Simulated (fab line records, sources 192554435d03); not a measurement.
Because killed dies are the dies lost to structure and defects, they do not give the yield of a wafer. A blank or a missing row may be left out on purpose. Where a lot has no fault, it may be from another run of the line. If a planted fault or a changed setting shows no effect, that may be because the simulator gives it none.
Code-filled problem report in 8D (eight disciplines) form    flow n5-finfet    the parts of the form that need people (team, actions taken, sign-off) are left out

1. PROBLEM STATEMENT
mfc-cl2-sccm at N5_GATE_CUT_ETCH_56 reads a mean of 43.04 sccm on 1 wafer of 1 lot; wafers without a fault read 39.99 sccm with a standard deviation of 0.13. Relative to the usual mean, that is a shift of +23 standard deviations.
The step: etches TiN in Cl2/Ar, target depth 21.6 nm.
Earliest sighting: wafer L644.4 on rie-metal-03 at day 5 21:58. Wafers with a number at this step in the record: 28, from 10 lots. Rule for "out" (also "out of limits"): further than 4 standard deviations from the usual mean. The other wafers with a number count as sound.

2. WHAT IT IS AND WHAT IT IS NOT
question                     is                is not
which readings at this step  mfc-cl2-sccm      drypump-motor-current-A, oes-product-au, throttle-valve-pct
which lots                   L644              L639, L640, L648, L653, L655, L656, L657, L660, L661
which wafers of those lots   L644.4            L644.2, L644.3
read on which tools          rie-metal-03      rie-metal-01, rie-metal-02
when                         from day 5 21:58  up to then (8 sound wafers); but 19 sound wafers of L648, L653, L655, L656, L657, L660, L661 came after

3. SUSPECTS, AND WHAT RULES EACH OUT
Counting: any tool at a process step up to the reading remains a suspect provided it ran every lot that is out. Sound lots after the first of them don't rule it out here, since some wafers of a struck lot are sound.
- rie-metal-02 at N5_HKMG_FIN_ETCHBACK_68 (etches the open film in Cl2/Ar, stops on HfO2, target depth 0.5 nm): kept. It ran the lot that is out, L644 (day 5 20:03).
- plasma-asher-01 at N5_HKMG_FIN_STRIP_69 (strips in N2/H2, time 360 s): kept. The lot that is out, L644, ran on it at day 5 20:11; the last sound lot it ran before that was L639, at day 4 13:20.
- cmp-02 at N5_HKMG_FIN_CMP_94 (polishes, stops on SiNx, t overpolish 4.7 s, target thk 43.299 nm): kept. The lot that is out, L644, ran on it at day 5 21:35; the last sound lot it ran before that was L639, at day 4 14:49.
- rie-metal-03 at N5_GATE_CUT_ETCH_56 (etches TiN in Cl2/Ar, target depth 21.6 nm): kept. The lot that is out, L644, ran on it at day 5 21:58; the last sound lot it ran before that was L640, at day 4 20:55. On those wafers its own readings are out: mfc-cl2-sccm.
- At N5_HKMG_FIN_CMP_94, inside cmp-02: chamber 3 took the wafers that are out, while their sound lot-mates went through chambers 0, 1.
- The sound lot-mates ran in chamber 1 of rie-metal-03 at N5_GATE_CUT_ETCH_56, but the wafers that are out ran in chamber 0.
Left after counting: rie-metal-02 at N5_HKMG_FIN_ETCHBACK_68, plasma-asher-01 at N5_HKMG_FIN_STRIP_69, cmp-02 at N5_HKMG_FIN_CMP_94, rie-metal-03 at N5_GATE_CUT_ETCH_56.

4. THE CAUSE (what the simulator had put in)
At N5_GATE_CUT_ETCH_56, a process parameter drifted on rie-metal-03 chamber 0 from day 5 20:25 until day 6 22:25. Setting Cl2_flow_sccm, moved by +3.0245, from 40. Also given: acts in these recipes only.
After counting, 4 suspects remain, this tool included.

5. THE CHAIN OF EFFECTS, in route order
One row per reading whose mean, taken over the struck wafers that have a number, lies over 3 standard deviations from the usual. Only readings whose record carries a usual standard deviation are examined. hours: median over the lots of the time between each lot's start at the first step of this table that gives one and its start at this step. sigmas: the change, counted in usual standard deviations.
hours  step                 reading       usual       on struck wafers  change  sigmas
0      N5_GATE_CUT_ETCH_56  mfc-cl2-sccm  39.99 sccm  43.04             +3.05   +23
Process steps it contains:
- N5_GATE_CUT_ETCH_56: etches TiN in Cl2/Ar, target depth 21.6 nm.
Later measuring or inspecting steps at which every struck wafer that the step has a row for has a number for every such reading, and none has moved that far: N5_BEOL_M4_RC_MEAS_101.

6. HOW IT WOULD HAVE BEEN CAUGHT EARLIER
In this record no reading fell out of limits until day 5 21:58, 2 hours after the fault had begun at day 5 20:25.
